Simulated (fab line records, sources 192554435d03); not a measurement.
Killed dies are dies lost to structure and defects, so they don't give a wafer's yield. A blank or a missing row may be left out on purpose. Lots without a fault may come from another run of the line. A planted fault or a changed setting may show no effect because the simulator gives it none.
Chamber matching | flow n5_finfet | N5_BEOL_M8_CURE_75 on uv_cure-01: 3 sister chambers
The step cures SiCOH lowk, time 120 s. 20 wafers are shown with their chamber, then 10 later ones without.

WAFERS WITH THEIR CHAMBER
wafer  | chamber | wafer_temp_C_max | lamp_power_pct (%)
L075.1 | 1       | 371.4            | 52.33
L075.4 | 1       | 372.0            | 52.32
L075.5 | 1       | 372.6            | 52.25
L080.3 | 2       | 371.0            | 52.41
L080.4 | 2       | 371.0            | 52.37
L080.5 | 2       | 370.8            | 52.40
L083.2 | 1       | 372.5            | 52.33
L083.3 | 1       | 372.5            | 52.41
L083.5 | 1       | 372.6            | 52.24
L086.2 | 1       | 371.9            | 52.31
L086.3 | 1       | 372.4            | 52.32
L086.6 | 1       | 372.2            | 52.38
L087.1 | 1       | 373.0            | 52.16
L087.5 | 1       | 372.4            | 52.31
L087.6 | 1       | 372.6            | 52.37
L089.1 | 0       | 372.0            | 52.25
L089.3 | 0       | 371.5            | 52.34
L089.5 | 0       | 371.2            | 52.31
L090.4 | 2       | 371.4            | 52.33
L090.5 | 2       | 371.3            | 52.32

SIGNATURES (means of the wafers above)
reading          | chamber 0 | chamber 1 | chamber 2 | scatter within a chamber
wafer_temp_C_max | 371.567   | 372.342   | 371.100   | 0.382
lamp_power_pct   | 52.3000   | 52.3108   | 52.3660   | 0.06
Rule: a wafer's distance from a chamber is the root of the sum, over the readings, of the square of ((its reading less the chamber's mean) divided by the reading's scatter). The wafer belongs to the nearest chamber; if the next one is less than 2 further off, it can't be placed. The scatter: the root of (the sum of the squares of (reading less its chamber's mean) over the shown wafers, divided by (wafers less chambers)).

WAFERS WITHOUT THEIR CHAMBER
wafer  | wafer_temp_C_max | lamp_power_pct (%)
L090.6 | 371.6            | 52.42
L091.2 | 371.0            | 52.28
L091.4 | 371.1            | 52.35
L091.6 | 371.5            | 52.37
L094.1 | 371.4            | 52.31
L094.4 | 371.1            | 52.33
L094.5 | 371.1            | 52.34
L096.2 | 371.8            | 52.24
L096.4 | 371.7            | 52.37
L096.5 | 371.3            | 52.20

WHICH CHAMBER EACH WENT THROUGH
wafer  | from the rows above          | in truth
L090.6 | can't be placed: 2 or 0 or 1 | 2
L091.2 | can't be placed: 2 or 0      | 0
L091.4 | can't be placed: 2 or 0      | 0
L091.6 | can't be placed: 2 or 0 or 1 | 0
L094.1 | can't be placed: 0 or 2      | 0
L094.4 | can't be placed: 2 or 0      | 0
L094.5 | can't be placed: 2 or 0      | 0
L096.2 | can't be placed: 0 or 1 or 2 | 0
L096.4 | can't be placed: 0 or 2 or 1 | 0
L096.5 | can't be placed: 0 or 2 or 1 | 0
Placed correctly: 0 of 10. Can't be placed from these rows: 10 (the true chamber is among the candidates in 10). Placed wrongly: 0.
